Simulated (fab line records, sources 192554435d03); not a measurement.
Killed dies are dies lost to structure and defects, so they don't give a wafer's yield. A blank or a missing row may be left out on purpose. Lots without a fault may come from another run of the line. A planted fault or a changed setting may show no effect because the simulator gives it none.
One fault seen from 3 desks | flow n5_finfet | each desk has only its own numbers; what lay behind them comes last

THE METROLOGY DESK
What the gauges read, lot by lot, whatever tool the lot ran on: means of the sampled wafers that have a number. A lot is out of limits, marked OUT, if its mean lies more than 4 standard deviations from the usual mean; the brackets give that distance. Of its 15 readings 7 are shown: the one that was out of limits first, and those that lie furthest out on some lot.
Columns: A = thk_nm at N5_SD_EPI_P_EPI_MEAS_23, usual 60.9 nm; B = RS_SD_N at N5_SD_ACTIVATION_RS_MEAS_03, usual 21.9 ohm/sq; C = RS_SD_P at N5_SD_ACTIVATION_RS_MEAS_03, usual 56.1 ohm/sq; D = IOFF_P at N5_BEOL_M4_RC_MEAS_101, usual 0.22 nA/um; E = RS_SD_P at N5_BEOL_M4_RC_MEAS_101, usual 65.8 ohm/sq; F = VT_N at N5_BEOL_M4_RC_MEAS_101, usual 250 mV; G = VT_P at N5_BEOL_M4_RC_MEAS_101, usual -250 mV
lot  | first seen here | A               | B    | C               | D    | E               | F   | G
L361 | day 3 15:53     | 60.5            | 22.3 | 56.1            | 0.24 | 65.8            | 248 | -250
L365 | day 4 15:21     | 74.2 (+11) OUT  | 22.1 | 46.6 (-9.9) OUT | 0.20 | 55.1 (-11) OUT  | 252 | -252
L366 | day 5 01:40     | 60.6            | 21.8 | 55.2            | 0.23 | 65.2            | 247 | -251
L371 | day 6 02:52     | 68.3 (+6.2) OUT | 21.9 | 51.7 (-4.7) OUT | 0.24 | 60.1 (-5.7) OUT | 248 | -248
L373 | day 6 16:14     | 60.8            | 21.5 | 55.0            | 0.20 | 64.3            | 252 | -252
L374 | day 6 20:42     | 61.6            | 21.9 | 56.4            | 0.21 | 65.6            | 249 | -254
L376 | day 7 09:57     | 60.6            | 21.6 | 56.4            | 0.19 | 66.5            | 250 | -250
L377 | day 7 13:49     | 61.7            | 22.0 | 55.4            | 0.30 | 65.3            | 243 | -243
L378 | day 7 20:34     | 60.1            | 22.4 | 56.5            | 0.20 | 66.7            | 251 | -249
L379 | day 8 02:49     | 61.9            | 21.7 | 55.1            | 0.22 | 64.9            | 248 | -251
L380 | day 8 07:55     | 61.7            | 21.9 | 56.2            | 0.18 | 64.9            | 252 | -251
L381 | day 8 13:39     | 59.6            | 21.4 | 56.4            | 0.26 | 65.9            | 249 | -248
L382 | day 9 01:13     | 61.2            | 22.1 | 55.6            | 0.23 | 65.5            | 249 | -252
L383 | day 9 04:26     | 60.6            | 21.4 | 57.7            | 0.19 | 67.6            | 250 | -253
This desk's finding: out of limits on L365, L371; first on L365, day 4 15:21 (thk_nm at N5_SD_EPI_P_EPI_MEAS_23). In limits: L361, L366, L373, L374, L376, L377, L378, L379, L380, L381, L382, L383.

THE DEFECT DESK
What the inspections along the route counted, lot by lot: means of the sampled wafers that have a number. A lot is out of limits, marked OUT, if its mean lies more than 4 standard deviations from the usual mean; the brackets give that distance.
Columns: A = raw_defect_count at N5_SD_EPI_P_INSPECT_11, usual 2.0
lot  | first seen here | A
L361 | day 3 12:04     | 1.7
L365 | day 4 11:44     | 2.0
L366 | day 4 22:05     | 1.7
L371 | day 5 22:58     | 2.7
L373 | day 6 12:25     | 2.7
L374 | day 6 17:06     | 1.7
L376 | day 7 04:52     | 2.3
L377 | day 7 10:15     | 1.0
L378 | day 7 16:59     | 2.3
L379 | day 7 22:54     | 3.7
L380 | day 8 04:09     | 2.0
L381 | day 8 10:04     | 1.3
L382 | day 8 21:37     | 2.0
L383 | day 9 00:52     | 2.0
This desk's finding: nothing out of limits on any of the 14 lots.

THE TOOL OWNER'S DESK: epi_rpcvd-04
The tool's own readings at N5_SD_EPI_P_EPI_21 (deposits SiGe:B, time 355 s): means of the sampled wafers that have a number, for each lot that ran on this tool. A lot is out of limits, marked OUT, if its mean lies more than 4 standard deviations from the usual mean; the brackets give that distance.
Columns: A = susceptor_temp_C_max at N5_SD_EPI_P_EPI_21, usual 551.3
lot  | first seen here | A
L361 | day 3 14:02     | 551.1
L365 | day 4 13:08     | 551.1
L371 | day 6 00:40     | 551.1
L381 | day 8 11:49     | 551.2
L382 | day 8 23:01     | 550.9
This desk's finding: nothing out of limits on any of the 5 lots.

PUT TOGETHER
The metrology desk could have raised an alarm at day 4 15:21, on L365, L371.
The defect desk saw nothing out of limits.
The tool owner's desk saw nothing out of limits.
The defect desk has L365, L371 on record, within its limits.
The tool owner's desk has L365, L371 on record, within its limits.
Of the lots named, all ran N5_SD_EPI_P_EPI_21 on epi_rpcvd-04.

WHAT THE SIMULATOR HAD PUT IN
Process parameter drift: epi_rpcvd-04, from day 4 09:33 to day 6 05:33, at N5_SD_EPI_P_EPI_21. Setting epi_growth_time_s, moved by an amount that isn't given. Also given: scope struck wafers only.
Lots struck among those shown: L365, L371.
Hours from the fault's start to each desk's first reading out of limits: the metrology desk, 6.
